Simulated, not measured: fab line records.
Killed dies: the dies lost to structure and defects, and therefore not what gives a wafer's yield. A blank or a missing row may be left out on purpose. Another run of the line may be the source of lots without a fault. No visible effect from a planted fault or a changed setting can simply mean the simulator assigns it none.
Which tool was responsible?    flow n5Finfet    72 wafers from 24 lots sampled at 2 of the route's 1938 steps

== WHAT EACH GAUGE READ, for each wafer ==
N5_BEOL_M2_CD_MEAS_11: the cd target is 16.79 nm. Usual: cdNm reads 16.74 nm (standard deviation 0.23).
lot   measured      on        cdNm (nm)          flag
L074  day 6 19:48   cdSem-02  16.55 16.58 16.12  
L075  day 7 03:41   cdSem-01  16.66 16.75 16.82  
L077  day 7 05:12   cdSem-02  16.48 16.74 16.77  
L076  day 7 14:07   cdSem-03  16.60 16.52 16.57  
L078  day 7 17:49   cdSem-03  16.86 16.43 16.53  
L079  day 8 04:43   cdSem-03  17.01 16.76 16.92  
L080  day 8 17:55   cdSem-03  17.06 17.38 16.90  
L081  day 9 00:49   cdSem-02  16.78 16.74 16.78  
L082  day 9 03:40   cdSem-01  16.75 17.13 17.23  
L083  day 9 10:16   cdSem-03  16.84 16.86 16.57  
L084  day 9 12:58   cdSem-01  16.58 16.63 16.64  
L085  day 9 19:03   cdSem-02  16.89 17.26 16.63  
L086  day 10 00:20  cdSem-01  16.78 16.47 16.72  
L087  day 10 01:41  cdSem-01  16.88 16.71 16.61  
L089  day 10 15:10  cdSem-01  16.68 16.93 16.86  
L088  day 10 15:22  cdSem-03  16.81 16.97 17.06  
L090  day 10 16:55  cdSem-03  16.27 16.73 16.56  
L091  day 11 01:55  cdSem-01  16.75 16.97 17.05  
L092  day 11 07:55  cdSem-01  16.47 16.75 16.52  
L093  day 11 10:25  cdSem-01  16.57 16.85 16.80  
L094  day 11 20:06  cdSem-02  16.78 16.55 16.62  
L095  day 11 21:30  cdSem-03  16.51 16.63 17.12  
L096  day 12 09:44  cdSem-02  16.59 17.11 16.80  
L097  day 12 13:48  cdSem-03  17.02 16.80 17.01  

== TOOL THAT RAN EACH LOT (tool first, then ch and the chambers of the sampled wafers, then the start) ==
lot   N5_BEOL_M1_SPUTTER_79
L074  pvdSputter-03, day 6 14:51
L075  pvdSputter-02, day 6 23:01
L077  pvdSputter-01, day 7 01:18
L076  pvdSputter-02, day 7 05:32
L078  pvdSputter-01, day 7 10:58
L079  pvdSputter-01, day 8 00:08
L080  pvdSputter-02, day 8 11:58
L081  pvdSputter-01, day 8 21:05
L082  pvdSputter-02, day 8 22:58
L083  pvdSputter-01, day 9 06:17
L084  pvdSputter-02, day 9 07:41
L085  pvdSputter-02, day 9 14:38
L086  pvdSputter-03, day 9 20:03
L087  pvdSputter-03, day 9 21:53
L089  pvdSputter-02, day 10 08:53
L088  pvdSputter-03, day 10 09:01
L090  pvdSputter-01, day 10 12:56
L091  pvdSputter-01, day 10 20:22
L092  pvdSputter-01, day 11 02:41
L093  pvdSputter-02, day 11 05:41
L094  pvdSputter-03, day 11 15:12
L095  pvdSputter-02, day 11 17:52
L096  pvdSputter-03, day 12 06:01
L097  pvdSputter-01, day 12 09:55
- N5_BEOL_M1_SPUTTER_79: material Cu, target thk 4.5 nm, time 8.29 s.

== WHAT THE TOOLS THEMSELVES READ (means of the sampled wafers that have a number; where no wafer has one, the mark that the record gives instead) ==
N5_BEOL_M1_SPUTTER_79. Usual: throttleValvePct reads 30.0 % (standard deviation 1.1).
lot   tool           throttleValvePct (%)  flag
L074  pvdSputter-03  29.7                  
L075  pvdSputter-02  30.6                  
L077  pvdSputter-01  30.2                  
L076  pvdSputter-02  30.5                  
L078  pvdSputter-01  30.4                  
L079  pvdSputter-01  30.2                  
L080  pvdSputter-02  30.2                  
L081  pvdSputter-01  29.5                  
L082  pvdSputter-02  31.2                  
L083  pvdSputter-01  30.1                  
L084  pvdSputter-02  30.4                  
L085  pvdSputter-02  30.0                  
L086  pvdSputter-03  30.1                  
L087  pvdSputter-03  30.0                  
L089  pvdSputter-02  30.2                  
L088  pvdSputter-03  29.5                  
L090  pvdSputter-01  29.3                  
L091  pvdSputter-01  29.4                  
L092  pvdSputter-01  29.4                  
L093  pvdSputter-02  30.6                  
L094  pvdSputter-03  29.4                  
L095  pvdSputter-02  30.5                  
L096  pvdSputter-03  30.1                  
L097  pvdSputter-01  29.7                  

== THE ANSWER, worked out from the rows above alone ==
Rule: take the mean of a lot's wafers that have a number; if it is more than 3 standard deviations from the usual mean, the lot is off. Also off: a lot with no number at a reading for which 4 or more lots have one. All remaining lots with rows at the step are treated as sound. After the gauges, taken in route order, come the tools' own readings; for these a lot's mean is taken, as printed above. At the first step where some lot is off, the reading lying furthest off is the one used; lots without a number count as furthest.
No lot is off at any reading shown: from this, nothing can be told.

== WHAT WAS PUT IN BY THE SIMULATOR ==
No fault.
